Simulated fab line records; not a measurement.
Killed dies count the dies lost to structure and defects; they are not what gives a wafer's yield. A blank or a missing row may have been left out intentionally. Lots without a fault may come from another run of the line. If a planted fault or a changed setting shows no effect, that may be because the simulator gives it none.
Lot-split experiment | flow n5-finfet | 7 lots, 21 wafers read, on a route of 1938 steps

== THE SPLIT ITSELF ==
At N5_PASSIVATION_SPUTTER_20 (material TaN, target thk 50 nm), the setting target-thk-a was moved away from the recipe's 500 angstrom on 8 of the 21 wafers read, by -8.3% to +8.3%. For the rest of the wafers, this setting stayed at what the recipe calls for.

The split's own step is where the reading is taken.

== THE READING ==
TaN_of_PASSIVATION_SPUTTER_20.thk-nm (the simulator's own value, which no gauge read), in nm, at N5_PASSIVATION_SPUTTER_20 (material TaN, target thk 50 nm). The file does not state a usual value for it. Average 50.2 nm, standard deviation 0.47 nm, over the 13 wafers here run with the recipe.

wafer  | tool, chamber at the split | target-thk-a as run, angstrom | against the recipe | TaN_of_PASSIVATION_SPUTTER_20.thk-nm, nm | against lot-mates on the recipe
L079.2 | pvd-sputter-03, -          | 458.3                         | -8.3%              | 46.2                                     | -4.2
L079.3 | pvd-sputter-03, -          | 500                           | recipe             | 50.4                                     | -
L079.5 | pvd-sputter-03, -          | 458.3                         | -8.3%              | 46                                       | -4.4
L082.2 | pvd-sputter-03, -          | 500                           | recipe             | 50.2                                     | -
L082.3 | pvd-sputter-03, -          | 500                           | recipe             | 50                                       | -
L082.4 | pvd-sputter-03, -          | 481.2                         | -3.8%              | 48.2                                     | -1.9
L078.1 | pvd-sputter-03, -          | 500                           | recipe             | 50.8                                     | -
L078.3 | pvd-sputter-03, -          | 500                           | recipe             | 51.2                                     | -
L078.6 | pvd-sputter-03, -          | 467                           | -6.6%              | 47.8                                     | -3.2
L091.1 | pvd-sputter-03, -          | 500                           | recipe             | 50                                       | -
L091.2 | pvd-sputter-03, -          | 500                           | recipe             | 49.6                                     | -
L091.6 | pvd-sputter-03, -          | 500                           | recipe             | 50.4                                     | -
L094.1 | pvd-sputter-02, -          | 541.5                         | +8.3%              | 54                                       | +4.0
L094.4 | pvd-sputter-02, -          | 500                           | recipe             | 50                                       | -
L094.5 | pvd-sputter-02, -          | 541.5                         | +8.3%              | 54.2                                     | +4.2
L097.2 | pvd-sputter-03, -          | 500                           | recipe             | 50.4                                     | -
L097.4 | pvd-sputter-03, -          | 523.7                         | +4.7%              | 52.6                                     | +2.2
L097.5 | pvd-sputter-03, -          | 523.7                         | +4.7%              | 53.2                                     | +2.8
L095.1 | pvd-sputter-03, -          | 500                           | recipe             | 49.6                                     | -
L095.2 | pvd-sputter-03, -          | 500                           | recipe             | 49.6                                     | -
L095.6 | pvd-sputter-03, -          | 500                           | recipe             | 50.6                                     | -

FIT RESULTS
A straight line over all 21 wafers: TaN_of_PASSIVATION_SPUTTER_20.thk-nm changes by +0.48 nm for each +1% of target-thk-a; r = +0.98; the points scatter about the line by 0.46 nm.
The same after taking each lot's own level away (the mean of its wafers on the recipe; 21 wafers): +0.505 nm for each +1%; r = +0.99; scatter 0.27 nm.
On that fit, the largest move of target-thk-a shifts the reading by 4.2 nm.
Across the lots, their own levels run from 49.93 to 51.00 nm, a range of 2.3 times the standard deviation given above.
Consequently the slope shifts little with the lot-to-lot level, the two slopes agreeing.
Check: for one of the wafers moved furthest among these (-8.3%), held out of the fit, the line's prediction against its lot-mates is -4.22 nm. It came out at -4.2 nm against them.

== THESE WAFERS: OTHER SPLITS ==
Other splits were also applied to these wafers ahead of the reading. Each is held against what the fit with the lots' levels taken away leaves over:
other split on the same wafers    | wafers away from the commonest value | r with TaN_of_PASSIVATION_SPUTTER_20.thk-nm (lot level and that fit taken away)
N5_BEOL_M13_TRENCH_ETCH_34 time-s | 6                                    | -0.07
N5_BEOL_M14_SPUTTER_43 power-w    | 2                                    | -0.20
N5_BEOL_M15_ILD_DEP_00 time-s     | 7                                    | +0.33
N5_MIM_BOT_SPUTTER_00 time-s      | 5                                    | -0.34
N5_PASSIVATION_ETCH_15 bias-w     | 8                                    | +0.27

== FILE'S OWN FIT ==
TaN_of_PASSIVATION_SPUTTER_20.thk-nm changes by +0.503 nm for each +1% of target-thk-a, r = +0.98.
